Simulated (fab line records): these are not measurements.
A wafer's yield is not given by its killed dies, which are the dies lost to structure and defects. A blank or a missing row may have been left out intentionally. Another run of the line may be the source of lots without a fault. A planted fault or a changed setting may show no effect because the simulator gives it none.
Matching of chambers / flow n5-finfet / N5_MOL_CONTACT_COAG_ALD_133 on ald-sin-04 has 4 sister chambers
The step deposits SiO2, target thk 5 nm, pulse time 1 s, co reactant pulse time 1 s. 14 wafers are shown with their chamber, then 7 later ones without.

== EACH WAFER AND ITS CHAMBER ==
wafer=L076.1; chamber=2; heater-power-w (W)=83; precursor-pulse-height-rel=0.995
wafer=L076.2; chamber=1; heater-power-w (W)=89; precursor-pulse-height-rel=1.005
wafer=L076.3; chamber=0; heater-power-w (W)=76; precursor-pulse-height-rel=1.008
wafer=L076.4; chamber=3; heater-power-w (W)=69; precursor-pulse-height-rel=0.988
wafer=L076.5; chamber=0; heater-power-w (W)=75; precursor-pulse-height-rel=0.982
wafer=L076.6; chamber=3; heater-power-w (W)=67; precursor-pulse-height-rel=1.005
wafer=L080.3; chamber=0; heater-power-w (W)=75; precursor-pulse-height-rel=1.012
wafer=L080.5; chamber=2; heater-power-w (W)=84; precursor-pulse-height-rel=0.964
wafer=L080.6; chamber=1; heater-power-w (W)=89; precursor-pulse-height-rel=0.993
wafer=L083.1; chamber=2; heater-power-w (W)=83; precursor-pulse-height-rel=0.982
wafer=L083.2; chamber=0; heater-power-w (W)=75; precursor-pulse-height-rel=1.022
wafer=L083.3; chamber=1; heater-power-w (W)=90; precursor-pulse-height-rel=1.033
wafer=L084.2; chamber=0; heater-power-w (W)=76; precursor-pulse-height-rel=1.003
wafer=L084.4; chamber=3; heater-power-w (W)=68; precursor-pulse-height-rel=1.019

SIGNATURES (averages over the wafers above)
reading=heater-power-w; chamber 0=75.40; chamber 1=89.33; chamber 2=83.33; chamber 3=68.00; scatter within a chamber=0.673
reading=precursor-pulse-height-rel; chamber 0=1.00540; chamber 1=1.01033; chamber 2=0.98033; chamber 3=1.00400; scatter within a chamber=0.0164
Rule: a wafer lies at a distance from a chamber equal to the root of the sum of squares, over the readings, of (its reading less the chamber's mean, divided by the reading's scatter). If the next closest chamber is less than 2 further off than the closest, the wafer can't be placed; otherwise it belongs to the closest. The scatter: the root of (the sum of the squares of (reading less its chamber's mean) over the shown wafers, divided by (wafers less chambers)).

== WAFERS WITHOUT THEIR CHAMBER ==
wafer=L084.5; heater-power-w (W)=76; precursor-pulse-height-rel=1.018
wafer=L086.1; heater-power-w (W)=84; precursor-pulse-height-rel=0.978
wafer=L086.3; heater-power-w (W)=68; precursor-pulse-height-rel=1.030
wafer=L086.4; heater-power-w (W)=82; precursor-pulse-height-rel=1.015
wafer=L094.3; heater-power-w (W)=68; precursor-pulse-height-rel=0.979
wafer=L094.4; heater-power-w (W)=89; precursor-pulse-height-rel=1.031
wafer=L094.5; heater-power-w (W)=79; precursor-pulse-height-rel=1.011

== WHICH CHAMBER EACH ONE RAN IN ==
wafer=L084.5; from the rows above=0; in truth=0
wafer=L086.1; from the rows above=2; in truth=2
wafer=L086.3; from the rows above=3; in truth=3
wafer=L086.4; from the rows above=2; in truth=2
wafer=L094.3; from the rows above=3; in truth=3
wafer=L094.4; from the rows above=1; in truth=1
wafer=L094.5; from the rows above=can't be placed: 0 or 2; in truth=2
Correctly placed: 6 of 7. These rows do not allow placing 1 (true chamber among the candidates in 1). Wrongly placed: 0.
